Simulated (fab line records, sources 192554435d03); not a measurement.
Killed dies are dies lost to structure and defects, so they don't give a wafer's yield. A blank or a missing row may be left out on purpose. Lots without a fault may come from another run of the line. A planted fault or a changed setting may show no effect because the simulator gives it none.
Which tool did it? | flow n5_finfet | 11 lots, 32 wafers sampled, at 2 steps of a route of 1938

WHAT THE GAUGES READ, wafer by wafer
N5_BEOL_M13_OVL_MEAS_11.
lot  | measured     | on         | V12_OVL (nm)
L674 | day 10 07:49 | overlay-02 | -3 -3 -10
L676 | day 11 06:22 | overlay-01 | -9 -6 -9
L678 | day 11 16:34 | overlay-02 | 1 -2 2
L679 | day 11 16:58 | overlay-01 | 2 1 2
L689 | day 14 13:50 | overlay-01 | -14 -10
L691 | day 15 07:16 | overlay-02 | -8 -10 -17
L692 | day 15 07:39 | overlay-01 | -2 -4 -6
L694 | day 15 15:11 | overlay-01 | -8 -9 -5
L693 | day 15 15:20 | overlay-02 | -9 -13 -6
L695 | day 16 01:21 | overlay-01 | -3 -5 0
L697 | day 16 11:47 | overlay-01 | 0 -1 1

N5_BEOL_M13_CD_MEAS_28: target cd 209.5 nm.
lot  | measured     | on        | cd_nm (nm)
L674 | day 10 08:51 | cd_sem-02 | 209.3 209.9 207.3
L676 | day 11 07:22 | cd_sem-03 | 206.9 208.4 207.7
L678 | day 11 17:28 | cd_sem-01 | 209.4 209.6 210.7
L679 | day 11 18:16 | cd_sem-01 | 209.3 209.7 210.1
L689 | day 14 14:52 | cd_sem-01 | 207.2 209.9
L691 | day 15 08:11 | cd_sem-01 | 207.2 209.2 205.5
L692 | day 15 08:34 | cd_sem-03 | 209.5 210.8 208.8
L694 | day 15 16:07 | cd_sem-02 | 210.5 210.8 206.7
L693 | day 15 16:39 | cd_sem-03 | 210.4 207.8 209.2
L695 | day 16 02:16 | cd_sem-02 | 206.6 207.3 212.1
L697 | day 16 12:50 | cd_sem-03 | 210.9 210.9 211.6

WHICH TOOL RAN EACH LOT (tool, then ch and the chambers of the sampled wafers, then the start)
The record holds no process step before these readings.

WHAT THE TOOLS THEMSELVES READ (means of the sampled wafers that have a number; where no wafer has one, the mark that the record gives instead)
The record holds no such reading with a usual standard deviation.

THE ANSWER, worked out from the rows above alone
Rule: what is usual is taken from the lots themselves. Put in order of their means at a reading, lots are off if they are a third of the lots or fewer, leave a main group of 4 or more, and stand apart from it by a gap of 3 or more times the standard deviation of the main group's means; of several such gaps the widest counts. A main group whose means are all the same, to the digits that the tables above print for the reading, isn't used. A lot without any number at a reading at which 4 lots or more have one is off too. The other lots that the step has rows for count as sound. The gauges are gone through in route order, then the tools' own readings, and for those a lot's mean is taken as printed above. The first step at which some lot is off is used, and at that step the reading that is off furthest; a lot without a number counts as furthest.
No lot is off at any reading shown: from this, nothing can be told.

WHAT THE SIMULATOR HAD PUT IN
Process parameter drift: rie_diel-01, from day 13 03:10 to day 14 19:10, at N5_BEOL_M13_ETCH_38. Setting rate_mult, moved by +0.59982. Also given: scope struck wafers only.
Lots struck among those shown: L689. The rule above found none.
